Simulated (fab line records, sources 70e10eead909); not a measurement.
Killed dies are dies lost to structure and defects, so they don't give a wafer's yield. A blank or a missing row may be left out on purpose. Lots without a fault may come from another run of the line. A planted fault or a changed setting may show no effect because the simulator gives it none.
Chamber matching | flow nand_harc | NHARC_A_STAIRCASE_ETCH_225 on rie_diel-02: 4 sister chambers
The step etches the open film in C4F8/O2, target depth 100 nm, time 40.5 s. 15 wafers are shown with their chamber, then 7 later ones without.

WAFERS WITH THEIR CHAMBER
wafer  | chamber | rf_vpp_V (V) | run_length_s (s) | oes_product_au (a.u.)
L817.3 | 2       | 890          | 61.2             | 0.959
L817.5 | 3       | 890          | 61.7             | 0.944
L817.6 | 2       | 889          | 61.0             | 0.955
L819.1 | 3       | 888          | 61.5             | 0.954
L819.3 | 0       | 897          | 60.9             | 0.944
L819.6 | 1       | 896          | 61.5             | 0.954
L824.1 | 3       | 889          | 61.7             | 0.933
L824.2 | 1       | 898          | 62.2             | 0.935
L824.3 | 2       | 888          | 61.2             | 0.926
L827.2 | 1       | 897          | 62.4             | 0.940
L827.3 | 0       | 896          | 60.8             | 0.945
L827.6 | 1       | 896          | 61.6             | 0.943
L832.2 | 2       | 889          | 61.2             | 0.956
L832.3 | 0       | 895          | 61.4             | 0.932
L832.6 | 2       | 887          | 61.0             | 0.948

SIGNATURES (means of the wafers above)
reading        | chamber 0 | chamber 1 | chamber 2 | chamber 3 | scatter within a chamber
rf_vpp_V       | 896.00    | 896.75    | 888.60    | 889.00    | 1.04
run_length_s   | 61.033    | 61.925    | 61.120    | 61.633    | 0.281
oes_product_au | 0.94033   | 0.94300   | 0.94880   | 0.94367   | 0.0106
Rule: a wafer's distance from a chamber is the root of the sum, over the readings, of the square of ((its reading less the chamber's mean) divided by the reading's scatter). The wafer belongs to the nearest chamber; if the next one is less than 2 further off, it can't be placed. The scatter: the root of (the sum of the squares of (reading less its chamber's mean) over the shown wafers, divided by (wafers less chambers)).

WAFERS WITHOUT THEIR CHAMBER
wafer  | rf_vpp_V (V) | run_length_s (s) | oes_product_au (a.u.)
L838.2 | 896          | 62.2             | 0.933
L838.4 | 889          | 60.8             | 0.946
L838.5 | 888          | 61.3             | 0.936
L839.4 | 894          | 60.9             | 0.929
L839.5 | 888          | 62.2             | 0.954
L840.2 | 897          | 61.6             | 0.963
L840.6 | 888          | 61.0             | 0.945

WHICH CHAMBER EACH WENT THROUGH
wafer  | from the rows above     | in truth
L838.2 | 1                       | 1
L838.4 | can't be placed: 2 or 3 | 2
L838.5 | can't be placed: 2 or 3 | 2
L839.4 | 0                       | 0
L839.5 | can't be placed: 3 or 2 | 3
L840.2 | can't be placed: 1 or 0 | 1
L840.6 | can't be placed: 2 or 3 | 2
Placed correctly: 2 of 7. Can't be placed from these rows: 5 (the true chamber is among the candidates in 5). Placed wrongly: 0.
